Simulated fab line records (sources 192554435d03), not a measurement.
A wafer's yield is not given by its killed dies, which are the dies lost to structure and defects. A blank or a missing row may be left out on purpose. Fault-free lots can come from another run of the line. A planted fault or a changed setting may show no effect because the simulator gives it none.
Matching of chambers -- flow n5Finfet -- N5_BEOL_M10_CURE_71 on uvCure-01 has 3 sister chambers
The step cures SiCOH lowk, time 240 s. 3 wafers are shown with their chamber, then 10 later ones without.

EACH WAFER AND ITS CHAMBER
wafer,chamber,wafer_temp_C_max
L076.6,1,385.8
L079.4,2,386.3
L084.4,0,386.1

WAFERS MISSING THEIR CHAMBER
wafer,wafer_temp_C_max
L084.5,386.7
L089.1,386.6
L089.2,387.0
L089.4,386.7
L095.2,385.7
L095.3,386.2
L095.6,386.1
L093.3,387.0
L093.4,387.0
L093.6,387.3

WHICH CHAMBER EACH WENT THROUGH
wafer,from the rows above,in truth
L084.5,can't be placed: 2 or 0 or 1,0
L089.1,can't be placed: 2 or 0 or 1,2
L089.2,can't be placed: 2 or 0 or 1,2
L089.4,can't be placed: 2 or 0 or 1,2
L095.2,can't be placed: 1 or 0 or 2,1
L095.3,can't be placed: 0 or 2 or 1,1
L095.6,can't be placed: 0 or 2 or 1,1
L093.3,can't be placed: 2 or 0 or 1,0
L093.4,can't be placed: 2 or 0 or 1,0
L093.6,can't be placed: 2 or 0 or 1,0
Correctly placed: 0 of 10. Can't be placed from these rows: 10 (the true chamber is among the candidates in 10). Wrongly placed: 0.
How it was worked out, from the rows above alone: a wafer's distance from a chamber is the root of the sum, over the readings, of the square of ((its reading less the chamber's mean) divided by the reading's scatter). If the next closest chamber is less than 2 further off than the closest, the wafer can't be placed; otherwise it belongs to the closest. Each chamber's mean is taken over the wafers shown for it. The scatter (one wafer shown for each chamber): square how far every hidden wafer sits from the nearest shown wafer, average those squares and take the square root.
